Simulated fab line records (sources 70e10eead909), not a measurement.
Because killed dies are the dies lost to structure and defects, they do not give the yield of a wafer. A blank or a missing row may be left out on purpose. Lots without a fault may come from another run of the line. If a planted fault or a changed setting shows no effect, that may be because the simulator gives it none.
fab line records    flow nand-harc
record: lots: 12  wafers: 36  last-day: 33
route steps=1302 shown P_ZERO_WELL@19 P_GATE@132 END@1302
lots untouched by any fault: they come from a run of this same line in which no faults occurred
start-h: hours from the record's opening day to when the first of the lot's shown wafers began    wait-h: hours elapsed since this lot's preceding step    " repeats the value in the row above    L1.1+2: a single row standing in for several wafers    - no value, or no start given    * or withheld: withheld    < > ~ a bound
route shown NAME@n: NAME is a module with steps in the file, n the number in the route of the first one    usual: mean/standard deviation of fault-free wafers    same: alike in all rows    chamber/n: place in a boat    sites: the reading at each site    _std_site: standard deviation of those values    _edge_site: mean of outer sites minus mean of inner sites    radius-mm: how far each site lies from the wafer's centre    mask NAME#n: copy n    behind: the tool/chamber that last shaped the wafer    hold: reason for holding the lot/hours on hold/outcome of the hold    device: whichever transistor did not switch (one of n, p or np)    end of line: the route-end tests of the same wafers    for a step that has no rows: nothing shown but its recipe    killed: dies that structure and defects cost at the first sort, which is not the same as the wafer's yield    map: a wafer's dies, x killed, . not, _ none there
set.NAME: the setting that was run; set.NAME@STEP: the one run at that earlier step    model.NAME: the simulator's own value behind a step, which no gauge read
route steps across a sampled set of lots; one table per step, one row per wafer
services: a tool's chamber out of use, with start hour (start-h, from the record's first day; less than 0 if before it), hours out, and reason
== steps ==
step: NHARC_P_ZERO_WELL_ETCH_63
recipe: target-depth-a: 1200  time-s: 40.1  hbr-flow-sccm: 150  cl2-flow-sccm: 50  rf-w: 400  icp-w: 400  bias-w: 100  chemistry: HBr/Cl2
usual: bias-w: 100.0/0.31  chamber-pressure-mTorr: 15.000/0.015  drypump-motor-current-A: 5.6/0.42  oes-product-au: 0.999/0.011  throttle-valve-pct: 26.407/0.0089
lot.wafer  tool       chamber  start-h  wait-h  bias-w  chamber-pressure-mTorr  drypump-motor-current-A  oes-product-au  rf-hours-counter-h  throttle-valve-pct
L531.3     rie-si-05  0        22.30    -       100.2   14.976                  5.4                      1.028           0.3                 26.420
L531.4     "          3        "        "       99.9    15.004                  5.6                      0.999           0.4                 26.408
L531.6     "          0        "        "       100.1   14.992                  5.4                      1.040           -                   26.395
L532.2     rie-si-01  2        31.65    -       100.6   15.000                  5.8                      0.982           0.0                 26.398
L532.4     "          3        "        "       100.2   15.008                  4.9                      0.996           0.0                 26.396
L532.5     "          2        "        "       99.9    14.984                  5.8                      0.990           -                   26.412
L533.4     rie-si-04  2        41.74    -       100.5   15.004                  5.4                      0.998           0.2                 26.407
L533.1     "          0        "        "       100.0   14.998                  5.1                      1.003           0.3                 26.411
L533.5     "          1        "        "       100.5   14.977                  5.9                      0.986           -                   26.397
L535.1     rie-si-04  3        61.55    -       100.4   14.996                  6.0                      0.999           0.3                 26.405
L535.3     "          1        "        "       100.0   15.012                  5.9                      0.990           0.4                 26.407
L535.4     "          2        "        "       100.5   14.987                  5.5                      1.000           0.3                 26.416
L536.1     rie-si-04  3        71.66    -       100.0   14.986                  6.0                      0.994           0.4                 26.411
L536.5     "          2        "        "       100.2   14.994                  5.4                      0.988           -                   26.400
L536.6     "          3        "        "       100.1   14.996                  6.0                      0.994           -                   26.409
L537.3     rie-si-04  2        81.71    -       100.1   15.022                  5.4                      0.997           0.5                 26.411
L537.2     "          0        "        "       100.2   15.001                  5.1                      1.007           0.5                 26.418
L537.6     "          1        "        "       100.3   15.007                  5.9                      0.996           -                   26.401
L547.1     rie-si-01  2        181.70   -       100.3   15.007                  5.8                      0.991           1.2                 26.394
L547.3     "          0        "        "       100.4   14.996                  5.8                      1.019           0.9                 26.406
L547.5     "          2        "        "       100.7   14.998                  5.8                      0.984           -                   26.420
L549.1     rie-si-05  2        201.67   -       99.9    14.994                  5.5                      0.986           0.4                 26.404
L549.4     "          0        "        "       100.2   15.001                  5.3                      1.008           0.4                 26.411
L549.5     "          1        "        "       99.9    14.999                  5.7                      0.998           -                   26.407
L550.4     rie-si-05  1        211.70   -       100.6   15.002                  5.6                      0.999           0.5                 26.415
L550.6     "          2        "        "       100.0   14.987                  5.5                      0.985           -                   26.403
L550.5     "          3        "        "       100.1   15.022                  5.6                      0.996           -                   26.407
L551.2     rie-si-04  0        221.66   -       100.3   15.014                  5.1                      1.000           0.2                 26.399
L551.3     "          2        "        "       99.7    15.012                  5.4                      1.005           0.2                 26.411
L551.4     "          3        "        "       99.6    14.985                  6.0                      1.002           0.2                 26.407
L553.4     rie-si-01  1        241.70   -       100.2   15.000                  6.6                      0.993           0.1                 26.406
L553.6     "          2        "        "       99.7    14.979                  5.8                      0.995           -                   26.415
L553.5     "          3        "        "       100.2   15.001                  5.0                      0.995           -                   26.398
L554.2     rie-si-01  1        251.53   -       100.3   15.000                  6.6                      0.978           0.2                 26.398
L554.4     "          3        "        "       99.7    15.003                  4.9                      0.996           0.4                 26.431
L554.6     "          1        "        "       100.1   15.010                  6.6                      0.988           -                   26.408
step: NHARC_P_ZERO_WELL_EXPOSE_34
recipe: na: 0.6  target-cd-nm: 720  dose-mj: 22.31  mask-id: P_PWELL
usual: focus-offset-nm: 0.1/0.55
lot.wafer  tool            chamber  start-h  wait-h  mask       focus-offset-nm
L531.3     krf-scanner-02  0        24.72    -       P_PWELL#0  -0.6
L531.4     "               0        "        "       P_PWELL#0  -0.5
L531.6     "               0        "        "       P_PWELL#0  -0.3
L532.2     krf-scanner-01  0        33.94    -       P_PWELL#0  0.3
L532.4     "               0        "        "       P_PWELL#0  0.6
L532.5     "               0        "        "       P_PWELL#0  0.3
L533.1     krf-scanner-04  0        44.02    -       P_PWELL#0  -0.1
L533.4     "               0        "        "       P_PWELL#0  -0.2
L533.5     "               0        "        "       P_PWELL#0  -0.4
L535.1     krf-scanner-02  0        63.85    -       P_PWELL#0  -0.1
L535.3     "               0        "        "       P_PWELL#0  1.3
L535.4     "               0        "        "       P_PWELL#0  0.6
L536.1     krf-scanner-02  0        73.93    -       P_PWELL#0  0.2
L536.5     "               0        "        "       P_PWELL#0  -0.2
L536.6     "               0        "        "       P_PWELL#0  -0.8
L537.2     krf-scanner-01  0        86.52    -       P_NWELL#0  0.7
L537.3     "               0        "        "       P_NWELL#0  0.5
L537.6     "               0        "        "       P_NWELL#0  1.3
L547.1     krf-scanner-01  0        184.13   -       P_PWELL#0  0.3
L547.3     "               0        "        "       P_PWELL#0  0.4
L547.5     "               0        "        "       P_PWELL#0  -0.6
L549.1     krf-scanner-04  0        203.82   -       P_PWELL#0  -0.3
L549.4     "               0        "        "       P_PWELL#0  0.0
L549.5     "               0        "        "       P_PWELL#0  0.7
L550.4     krf-scanner-02  0        214.05   -       P_PWELL#0  -0.4
L550.5     "               0        "        "       P_PWELL#0  0.0
L550.6     "               0        "        "       P_PWELL#0  0.0
L551.2     krf-scanner-01  0        224.18   -       P_PWELL#0  0.6
L551.3     "               0        "        "       P_PWELL#0  -1.2
L551.4     "               0        "        "       P_PWELL#0  -0.4
L553.4     krf-scanner-01  0        244.08   -       P_PWELL#0  -0.4
L553.5     "               0        "        "       P_PWELL#0  0.3
L553.6     "               0        "        "       P_PWELL#0  0.2
L554.2     krf-scanner-02  0        253.82   -       P_PWELL#0  0.3
L554.4     "               0        "        "       P_PWELL#0  1.4
L554.6     "               0        "        "       P_PWELL#0  0.4
step: NHARC_P_ZERO_WELL_CD_MEAS_37
recipe: target-cd-nm: 720  landing-energy-ev: 500
usual: cd-nm: 720.0/1.8
lot.wafer  tool       chamber  start-h  wait-h  cd-nm
L531.3     cd-sem-01  0        24.88    -       718.3
L531.4     "          0        "        "       717.8
L531.6     "          0        "        "       716.7
L532.2     cd-sem-01  0        34.10    -       718.6
L532.4     "          0        "        "       719.0
L532.5     "          0        "        "       720.6
L533.1     cd-sem-03  0        44.17    -       720.2
L533.4     "          0        "        "       718.2
L533.5     "          0        "        "       722.4
L535.1     cd-sem-02  0        64.00    -       719.9
L535.3     "          0        "        "       721.3
L535.4     "          0        "        "       723.0
L536.1     cd-sem-02  0        74.09    -       719.4
L536.5     "          0        "        "       720.7
L536.6     "          0        "        "       722.1
L537.2     cd-sem-02  0        86.67    -       -
L537.3     "          0        "        "       -
L537.6     "          0        "        "       -
L547.1     cd-sem-02  0        184.30   -       718.4
L547.3     "          0        "        "       717.3
L547.5     "          0        "        "       721.1
L549.1     cd-sem-03  0        203.98   -       721.2
L549.4     "          0        "        "       719.0
L549.5     "          0        "        "       722.7
L550.4     cd-sem-01  0        214.20   -       722.0
L550.5     "          0        "        "       719.8
L550.6     "          0        "        "       719.8
L551.2     cd-sem-03  0        224.33   -       722.3
L551.3     "          0        "        "       718.3
L551.4     "          0        "        "       718.4
L553.4     cd-sem-03  0        244.23   -       717.6
L553.5     "          0        "        "       719.9
L553.6     "          0        "        "       718.8
L554.2     cd-sem-01  0        253.97   -       721.5
L554.4     "          0        "        "       720.7
L554.6     "          0        "        "       722.7
step: NHARC_P_GATE_DEP_103
recipe: target-thk-a: 300  target-thk-nm: 30  temp-c: 400  flow-sccm: 200  rf-w: 350  material: SiON
usual: heater-power-w: 741/77  susceptor-temp-C: 400.00/0.2
lot.wafer  tool      chamber  start-h  wait-h  heater-power-w  susceptor-temp-C
L532.2     pecvd-02  0        101.12   0.5     620             399.82
L532.5     "         1        "        "       776             400.40
L532.4     "         2        "        "       747             399.61
L531.3     pecvd-01  1        101.72   0.3     884             399.96
L531.4     "         1        "        "       894             400.13
L531.6     "         2        "        "       762             399.66
L533.1     pecvd-02  1        121.03   0.6     859             400.04
L533.4     "         1        "        "       845             399.94
L533.5     "         2        "        "       643             399.78
L535.1     pecvd-03  1        132.96   0.6     888             400.15
L535.3     "         1        "        "       902             400.11
L535.4     "         0        "        "       812             400.24
L536.1     pecvd-02  2        142.02   0.8     657             399.76
L536.6     "         1        "        "       798             399.98
L536.5     "         0        "        "       614             399.95
L547.1     pecvd-03  0        257.34   0.6     744             400.59
L547.3     "         1        "        "       847             399.94
L547.5     "         0        "        "       743             400.32
L549.1     pecvd-02  1        276.48   0.6     692             400.19
L549.5     "         1        "        "       710             399.71
L549.4     "         2        "        "       728             399.83
L550.4     pecvd-03  2        289.58   0.3     654             399.69
L550.6     "         0        "        "       798             399.95
L550.5     "         1        "        "       813             399.88
L551.3     pecvd-02  2        296.51   0.4     702             400.00
L551.2     "         0        "        "       632             400.19
L551.4     "         2        "        "       706             400.16
L554.2     pecvd-03  0        323.43   0.5     814             399.95
L554.6     "         0        "        "       802             400.08
L554.4     "         2        "        "       710             400.22
L553.4     pecvd-02  0        323.46   0.3     625             400.09
L553.5     "         1        "        "       771             399.94
L553.6     "         2        "        "       696             400.05
step: NHARC_P_GATE_CD_MEAS_46
recipe: target-cd-nm: 720  landing-energy-ev: 500
usual: cd-nm: 719.5/1.9
lot.wafer  tool       chamber  start-h  wait-h  cd-nm
L532.2     cd-sem-02  0        113.65   -       720.1
L532.4     "          0        "        "       717.1
L532.5     "          0        "        "       720.9
L531.3     cd-sem-01  0        114.28   -       722.7
L531.4     "          0        "        "       717.3
L531.6     "          0        "        "       719.3
L533.1     cd-sem-02  0        133.73   -       719.0
L533.4     "          0        "        "       716.9
L533.5     "          0        "        "       722.7
L535.1     cd-sem-02  0        145.62   -       718.2
L535.3     "          0        "        "       717.1
L535.4     "          0        "        "       717.8
L536.1     cd-sem-03  0        154.74   -       718.3
L536.5     "          0        "        "       720.4
L536.6     "          0        "        "       717.7
L547.1     cd-sem-03  0        269.88   -       719.6
L547.3     "          0        "        "       720.7
L547.5     "          0        "        "       717.8
L549.1     cd-sem-03  0        289.10   -       721.7
L549.4     "          0        "        "       723.2
L549.5     "          0        "        "       722.0
L550.4     cd-sem-01  0        304.22   -       720.9
L550.5     "          0        "        "       719.4
L550.6     "          0        "        "       718.7
L551.2     cd-sem-02  0        309.24   -       721.0
L551.3     "          0        "        "       719.0
L551.4     "          0        "        "       719.9
L553.4     cd-sem-01  0        336.03   -       722.1
L553.5     "          0        "        "       721.2
L553.6     "          0        "        "       720.2
L554.2     cd-sem-02  0        336.78   -       715.5
L554.4     "          0        "        "       719.9
L554.6     "          0        "        "       721.0
step: NHARC_END_SORT_01
recipe: temp-c: 25
usual: killed-at-array: 56/18  killed-at-other: 1.4/1.5  killed-at-periphery: 4/3.1  killed-dies: 61/19  killed-open: 3.5/1.8  killed-short: 2.4/1.4
same: gross-dies: 677
lot.wafer  tool       chamber  start-h  wait-h  killed-at-array  killed-at-other  killed-at-periphery  killed-dies  killed-open  killed-short
L537.2     prober-02  0        644.31   2.8     52               3                622                  677          4            4
L537.3     prober-02  0        645.10   3.1     55               0                622                  677          3            3
L537.6     prober-02  0        647.50   4.0     52               1                624                  677          4            1
killed by level:class
L537.2 P_ZERO_WELL:area-expose=616 A_CHANNEL_HOLE_D2:chamber-film-flake=28 A_ZERO_WELL:chamber-film-flake=5 A_M1:chamber-film-flake=4 A_CHANNEL_HOLE_D1:chamber-film-flake=3 A_STAIRCASE:chamber-film-flake=3 THIN_TSV:chamber-film-flake=3 A_CHANNEL_HOLE_D2:geometric-particle:short=2
L537.3 P_ZERO_WELL:area-expose=619 A_CHANNEL_HOLE_D2:chamber-film-flake=34 A_CHANNEL_HOLE_D1:chamber-film-flake=7 A_ZERO_WELL:chamber-film-flake=3 A_CONTACT:chamber-film-flake=2 P_M0:geometric-particle:short=1 A_CHANNEL_FILL_D1:geometric-particle:open=1 A_ONON_D2:geometric-particle:open=1
L537.6 P_ZERO_WELL:area-expose=615 A_CHANNEL_HOLE_D2:chamber-film-flake=33 P_STI:chamber-film-flake=6 A_M1:chamber-film-flake=6 A_CONTACT:chamber-film-flake=4 P_M2:chamber-film-flake=2 A_STAIRCASE:chamber-film-flake=2 A_SLIT:chamber-film-flake=2
== services ==
tool            chamber  start-h  hours  kind
pecvd-03        -        4.00     13.0   pm
rie-si-04       0        6.63     4.6    repair
krf-scanner-01  -        10.64    2.4    repair
rie-si-01       -        16.00    9.0    pm
pecvd-02        -        46.09    13.0   pm
krf-scanner-02  -        63.47    0.2    repair
krf-scanner-02  -        64.73    0.5    repair
krf-scanner-01  -        71.31    9.1    repair
pecvd-03        1        75.18    23.7   repair
rie-si-04       0        92.29    9.3    repair
krf-scanner-02  -        94.00    4.0    pm
krf-scanner-01  -        111.27   0.3    repair
rie-si-01       0        131.02   5.7    repair
pecvd-03        2        132.27   12.4   repair
krf-scanner-01  -        140.00   4.0    pm
rie-si-04       2        164.99   8.8    repair
rie-si-04       -        165.00   9.0    pm
krf-scanner-01  -        169.85   5.5    repair
krf-scanner-02  -        187.31   1.5    repair
pecvd-02        -        227.09   13.0   pm
krf-scanner-02  -        266.00   4.0    pm
krf-scanner-02  -        293.70   0.3    repair
rie-si-04       0        300.34   1.0    repair
krf-scanner-01  -        312.00   4.0    pm
== key ==
first-sign: step: NHARC_P_ZERO_WELL_EXPOSE_34  reading: mask  direction: changed
effect: step: NHARC_P_ZERO_WELL_CD_MEAS_37  reading: cd-nm  direction: missing
effect: step: NHARC_END_SORT_01  reading: killed-at-periphery  direction: up  sigmas: 99+  usual: 4  struck: 623
more-kills-born-at: NHARC_P_ZERO_WELL_EXPOSE_34@krf-scanner-01: 1850
met-at NHARC_P_ZERO_WELL_EXPOSE_34
struck-lots L537
later-rows-left-out L537.2,L537.3,L537.6
tester-left-out L537
not-acting-at NHARC_P_ZERO_WELL_ETCH_63,NHARC_P_GATE_DEP_103,NHARC_P_GATE_CD_MEAS_46
onset-between 33.94 86.52
fault: kind: wrong-mask  tool: any  chamber: -  onset-h: 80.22  steps: NHARC_P_ZERO_WELL_EXPOSE_34  aux-copy: P_NWELL#0  scope: struck-lots-only
tester-left-out: of these lots the tester's yield and bins aren't shown, on N5 and GAA mostly nor the transistor test; their killed dies are dies lost to structure and defects alone, not to doping, threshold or leakage, so they don't give the yield
later-rows-left-out: the simulator's readings of these wafers behind a module that went badly wrong aren't trusted and aren't shown, but for the sort
